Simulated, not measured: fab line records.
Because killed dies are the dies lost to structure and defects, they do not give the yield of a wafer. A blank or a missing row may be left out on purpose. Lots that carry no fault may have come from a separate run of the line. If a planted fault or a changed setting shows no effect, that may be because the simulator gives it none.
Matching of chambers	flow nand harc	NHARC_P_CONTACT_CMP_01 on cmp-04 has 4 sister chambers
The step polishes SiO2, target thk 200 nm. 8 wafers are shown with their chamber, then 10 later ones without.

== WAFERS PAIRED WITH THEIR CHAMBERS ==
wafer	chamber	motor current A (A)
L086.1	3	12.3
L085.1	1	13.7
L085.6	1	13.2
L088.1	0	10.6
L088.4	2	13.6
L088.5	2	14.2
L091.1	0	11.4
L091.2	3	12.1

== WAFERS WHOSE CHAMBER IS MISSING ==
wafer	motor current A (A)
L091.3	13.9
L095.3	11.4
L095.4	12.7
L095.5	12.6
L096.1	10.4
L096.2	13.7
L096.6	13.3
L097.3	12.8
L097.4	10.7
L097.6	13.7

== WHICH CHAMBER EACH ONE RAN IN ==
wafer	from the rows above	in truth
L091.3	can't be placed: 2 or 1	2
L095.3	can't be placed: 0 or 3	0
L095.4	can't be placed: 3 or 1 or 2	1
L095.5	can't be placed: 3 or 1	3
L096.1	0	0
L096.2	can't be placed: 2 or 1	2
L096.6	can't be placed: 1 or 2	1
L097.3	can't be placed: 3 or 1 or 2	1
L097.4	0	0
L097.6	can't be placed: 2 or 1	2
Correct placement for 2 of the 10. Can't be placed from these rows: 8 (the true chamber is among the candidates in 8). 0 placed wrongly.
How it was worked out, from the rows above alone: a wafer's distance from a chamber is the root of the sum, over the readings, of the square of ((its reading less the chamber's mean) divided by the reading's scatter). The wafer belongs to the nearest chamber; if the next one is less than 2 further off, it can't be placed. Each chamber's mean is taken over the wafers shown for it. How the scatter is found: for the shown wafers, subtract from each reading the mean of its chamber, square and add these, divide the total by (wafers less chambers), then take the root.
